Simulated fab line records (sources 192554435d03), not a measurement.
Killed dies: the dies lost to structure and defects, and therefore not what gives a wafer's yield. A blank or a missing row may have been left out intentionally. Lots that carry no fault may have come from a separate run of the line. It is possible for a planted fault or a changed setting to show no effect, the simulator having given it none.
A lot that was struck, set against a sound lot :: flow n5Finfet :: 24 out of 1938 route steps
Sound: the wafers L538.2, L538.3, L538.6. Wafers L548.1, L548.4, L548.6 were the ones struck. The cause is named last.
Per side, at each step with rows, come the tool, then ch with its chambers, and then its first start. Under that, the readings that differ: sound wafers :: struck wafers :: difference of the means :: sigmas: that difference in standard deviations of wafers without a fault.
alike: same words and numbers on both sides, and readings whose means sit less than 2 such deviations apart. not compared: any withheld reading, any reading some wafer has no value for, any bound like >300 that may hide the same value, and any number with overlapping values for which the record gives no deviation.
A row with sigmas, a row that says differs or no value, or rows on one side alone: a step with any of these is where the two part. Non-overlapping numbers with no deviation appear without sigmas and do not part them. A reading that every wafer of one side lacks parts them only if that side has two wafers or more.

first, 9 steps without rows for these wafers: N5_SDB_CMP_30 (polishes, stops on poly-Si, t overpolish 1.54 s, target thk 30 nm); N5_DUMMY_REMOVAL_HM_STRIP_01 (strips SiNx in CH3F/O2, stops on poly-Si, target depth 4 nm, time 6.8 s); N5_DUMMY_REMOVAL_STRIP_10 (strips in N2/H2, time 40 s); N5_DUMMY_REMOVAL_PRECLEAN_07 (cleans in dHF, time 30 s); N5_DUMMY_REMOVAL_DUMMY_REMOVE_02 (chemistry TMAH, target poly-Si, stops on SiO2, target depth 142 nm, time 57 s, rinse time 30 s); N5_DUMMY_REMOVAL_PRECLEAN_08 (cleans in NF3:NH3, afs cycles 2, time 20 s, sublimation time 60 s); N5_DUMMY_REMOVAL_PRECLEAN_04 (cleans in DHF, time 37 s); N5_DUMMY_REMOVAL_SRD_05 (time 30 s); N5_HKMG_FIN_IL_REGROW_00 (material SiO2, chemistry O3, target thk 0.75 nm, time 30 s).
N5_HKMG_FIN_HK_ALD_01: deposits HfO2, target thk 1.6 nm, pulse time 3 s, purge time 3 s.
  sound on aldHk-03 ch 0,1,3, day 7 01:29; struck on aldHk-01 ch 2,3, day 9 06:34
  alike: precursorPulseHeightRel
then, 11 steps without rows for these wafers: N5_HKMG_FIN_HK_ANNEAL_02 (time 30 s); N5_HKMG_FIN_ALD_74 (deposits La2O3, target thk 0.5 nm, pulse time 6 s, co reactant pulse time 1 s); N5_HKMG_FIN_ALD_75 (deposits Al2O3, target thk 1 nm, co reactant pulse time 1 s); N5_HKMG_FIN_COAT_41 (time 60 s, resist thk 300 nm); N5_HKMG_FIN_COAT_42 (time 60 s, resist thk 35 nm); N5_HKMG_FIN_COAT_43 (resist thk 90 nm); N5_HKMG_FIN_EBR_45; N5_HKMG_FIN_SOFTBAKE_44 (time 60 s); N5_HKMG_FIN_EXPOSE_46 (exposes mask NDIPOLE); N5_HKMG_FIN_PEB_47 (peb time 60 s); N5_HKMG_FIN_DEVELOP_48 (develop time 30 s).
N5_HKMG_FIN_INSPECT_61: inspects for defects (macro).
  sound on defectInspect-01 at day 7 02:30; struck on defectInspect-01 at day 9 07:34
reading: rawDefectCount
sound: 3 2 2
struck: >300 >300 >300
difference: differs
sigmas: 
then, 1 step without rows for these wafers: N5_HKMG_FIN_DESCUM_53 (chemistry O2, time 7.9 s).
-- the record jumps here: 8 days lie between the struck wafers' starts before and after (it left off in module HKMG_FIN and takes up again in module PASSIVATION, whose first step shown is number 1936 of the route) --
N5_PASSIVATION_PROBE_49:
  sound on prober-01 at day 15 04:59; struck on prober-02 at day 17 06:03
reading: killedAtFrontEnd
sound: 68
struck: 128 122 155
difference: +67
sigmas: +6

reading: killedDies
sound: 114
struck: 165 183 206
difference: +71
sigmas: +4

reading: killedShort
sound: 47
struck: 17 18 37
difference: -23
sigmas: -3
  alike: killed_at_M0_to_M3, killed_at_M4_up, killedAtContacts, killedAtOther, killedOpen

== WHERE THEY PART ==
First at N5_HKMG_FIN_INSPECT_61; last, within this record, at N5_PASSIVATION_PROBE_49.

WHY: the cause the simulator had injected
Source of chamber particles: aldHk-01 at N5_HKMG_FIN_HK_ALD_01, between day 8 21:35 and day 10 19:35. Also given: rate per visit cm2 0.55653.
